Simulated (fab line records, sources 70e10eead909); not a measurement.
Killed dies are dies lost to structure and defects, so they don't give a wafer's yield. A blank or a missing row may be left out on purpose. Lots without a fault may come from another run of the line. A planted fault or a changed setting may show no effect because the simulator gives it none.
A struck lot beside a sound one | flow nand_harc | 14 steps out of a route of 1302
Sound: wafers L921.1, L921.4, L921.5. Struck: wafer L916.4. (L916.2, L916.6 of the same lot were not struck and are left out.) The cause comes at the end.
At each step with rows: each side's tool, then ch and its chambers, then its first start. Under that, the readings that differ: sound wafers | struck wafers | difference of the means | sigmas: that difference in standard deviations of wafers without a fault.
alike: readings whose means differ by less than 2 such deviations, and words and numbers that are the same on both sides. not compared: withheld readings, readings that some wafer has no value for, bounds like >300 that may hide the same value, and numbers for which the record gives no deviation and whose values overlap.
The two part at a step that has a row with sigmas, a row that says differs or no value, or rows on one side only. Numbers that don't overlap but have no deviation are shown without sigmas and don't part them. A reading that every wafer of one side lacks parts them only if that side has two wafers or more.

first, 2 steps without rows for these wafers: NHARC_A_SOURCE_PLATE_CVD_03 (deposits poly-Si, target thk 200 nm, time 4000 s); NHARC_A_SOURCE_PLATE_ANNEAL_05 (time 1800 s).
NHARC_A_SOURCE_PLATE_THK_MEAS_06: measures by ellipsometry.
  sound on film_metro-02, day 16 07:23; struck on film_metro-01, day 14 10:19
  reading     | sound             | struck | difference | sigmas
  thk_nm (nm) | 197.6 198.2 196.9 | 202.5  | +4.9       | +2
NHARC_A_SOURCE_PLATE_INSPECT_08:
  sound on defect_inspect-02, day 16 07:27; struck on defect_inspect-02, day 14 10:23
  alike: raw_defect_count
then, 1 step without rows for these wafers: NHARC_A_ONON_D1_DEP_00 (target thk 1000 nm).
NHARC_A_ONON_D1_THK_MEAS_02: measures by ellipsometry.
  sound on film_metro-01, day 16 08:02; struck on film_metro-01, day 14 10:58
  alike: thk_nm
then, 1 step without rows for these wafers: NHARC_A_ONON_D1_DEP_03 (target thk 1000 nm).
NHARC_A_ONON_D1_THK_MEAS_05: measures by ellipsometry.
  sound on film_metro-01, day 16 08:35; struck on film_metro-01, day 14 11:31
  alike: thk_nm
then, 1 step without rows for these wafers: NHARC_A_ONON_D1_DEP_06 (target thk 1000 nm).
NHARC_A_ONON_D1_THK_MEAS_08: measures by ellipsometry.
  sound on film_metro-02, day 16 09:09; struck on film_metro-02, day 14 12:05
  alike: thk_nm
NHARC_A_ONON_D1_DEP_09: target thk 1000 nm.
  sound on pecvd_onon-04 ch 0, day 16 09:13; struck on pecvd_onon-02 ch 0, day 14 12:12
  reading             | sound          | struck | difference | sigmas
  n2_flow_sccm (sccm) | 2748 2749 2743 | 2760   | +13        | +2
NHARC_A_ONON_D1_THK_MEAS_11: measures by ellipsometry.
  sound on film_metro-01, day 16 09:43; struck on film_metro-01, day 14 12:39
  reading     | sound          | struck | difference | sigmas
  thk_nm (nm) | 1006 1005 1006 | 1549   | +543       | +54
then, 1 step without rows for these wafers: NHARC_A_ONON_D1_DEP_12 (target thk 1000 nm).
-- the record jumps here: 16 days lie between the struck wafers' starts before and after (it left off in module A_ONON_D1 and takes up again in module END, whose first step shown is number 1302 of the route) --
NHARC_END_SORT_01:
  the record has rows for the struck wafers here (prober-01 ch 0, day 30 11:38) and none for the sound ones

WHERE THEY PART
First at NHARC_A_SOURCE_PLATE_THK_MEAS_06; last, within this record, at NHARC_END_SORT_01.

WHY: what the simulator had put in
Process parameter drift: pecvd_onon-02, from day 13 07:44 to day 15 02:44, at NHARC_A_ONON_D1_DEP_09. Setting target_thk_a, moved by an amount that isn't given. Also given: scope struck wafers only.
